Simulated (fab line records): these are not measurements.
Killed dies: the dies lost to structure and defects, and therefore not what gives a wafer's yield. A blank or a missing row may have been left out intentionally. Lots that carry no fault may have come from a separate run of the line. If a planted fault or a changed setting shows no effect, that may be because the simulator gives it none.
Split-lot experiment -- flow n5 finfet -- 21 wafers read from 7 lots, route of 1938 steps

ON THE SPLIT
At N5_BEOL_M0_CUTY_EXPOSE_54 (exposes mask M0 ABLK), the setting dose mj was moved away from the recipe's 36 on 4 of the 21 wafers read, by -5.2% to -3.4%. The other wafers ran this setting at the recipe's value.

FROM THE SPLIT TO THE READING: what the file shows between them, 2 steps
- N5_BEOL_M0_CUTY_PEB_55: peb time 60 s
- N5_BEOL_M0_CUTY_DEVELOP_56: develop time 30 s

THE READING
Shown in nm: cd nm at N5_BEOL_M0_CUTY_CD_MEAS_57, with target cd 200 nm. A value of 200.0 nm with a standard deviation of 0.79 nm is what fault-free wafers of this fab line usually give.

wafer,"tool, chamber at the split",dose mj as run,against the recipe,"cd nm, nm",against lot-mates on the recipe
L075.4,"arfi scanner-02, 0",34.13,-5.2%,203.0,+3.7
L075.5,"arfi scanner-02, 0",36,recipe,199.4,-
L075.6,"arfi scanner-02, 0",36,recipe,199.2,-
L076.1,"arfi scanner-01, 0",36,recipe,200.8,-
L076.3,"arfi scanner-01, 0",36,recipe,199.8,-
L076.6,"arfi scanner-01, 0",36,recipe,201.2,-
L077.1,"arfi scanner-01, 0",36,recipe,200.6,-
L077.2,"arfi scanner-01, 0",36,recipe,202.1,-
L077.5,"arfi scanner-01, 0",36,recipe,202.3,-
L078.1,"arfi scanner-02, 0",36,recipe,200.0,-
L078.4,"arfi scanner-02, 0",36,recipe,200.0,-
L078.5,"arfi scanner-02, 0",36,recipe,200.3,-
L092.3,"arfi scanner-02, 0",34.24,-4.9%,203.4,+3.2
L092.4,"arfi scanner-02, 0",34.24,-4.9%,203.1,+2.9
L092.5,"arfi scanner-02, 0",36,recipe,200.2,-
L095.3,"arfi scanner-02, 0",34.78,-3.4%,202.5,+2.6
L095.4,"arfi scanner-02, 0",36,recipe,199.8,-
L095.5,"arfi scanner-02, 0",36,recipe,200.0,-
L096.1,"arfi scanner-01, 0",36,recipe,200.7,-
L096.2,"arfi scanner-01, 0",36,recipe,201.2,-
L096.4,"arfi scanner-01, 0",36,recipe,200.1,-

FIT RESULTS
A straight line over all 21 wafers: cd nm changes by -0.55 nm for each +1% of dose mj; r = -0.80; the points scatter about the line by 0.79 nm.
The same after taking each lot's own level away (the mean of its wafers on the recipe; 21 wafers): -0.67 nm for each +1%; r = -0.94; scatter 0.45 nm.
Per that fit: largest dose mj move, reading shift of 3.5 nm.
Across the lots, their own levels run from 199.30 to 201.67 nm, a range of 3.0 times the standard deviation given above.
So the lot-to-lot level blurs the effect unless lot-mates are compared.
Check: for one of the wafers moved furthest among these (-5.2%), held out of the fit, the line's prediction against its lot-mates is +3.38 nm. It came out at +3.7 nm against them.

OTHER SPLITS APPLIED TO THESE WAFERS
Before the reading, these wafers also passed through other splits. Each is held against what the fit with the lots' levels taken away leaves over:
other split on the same wafers,wafers away from the commonest value,r with cd nm (lot level and that fit taken away)
N5_MOL_CONTACT_COAG_COAT_76 spin rpm,5,+0.05

THE FILE'S OWN FIT
cd nm changes by -0.688 nm for each +1% of dose mj, r = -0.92.
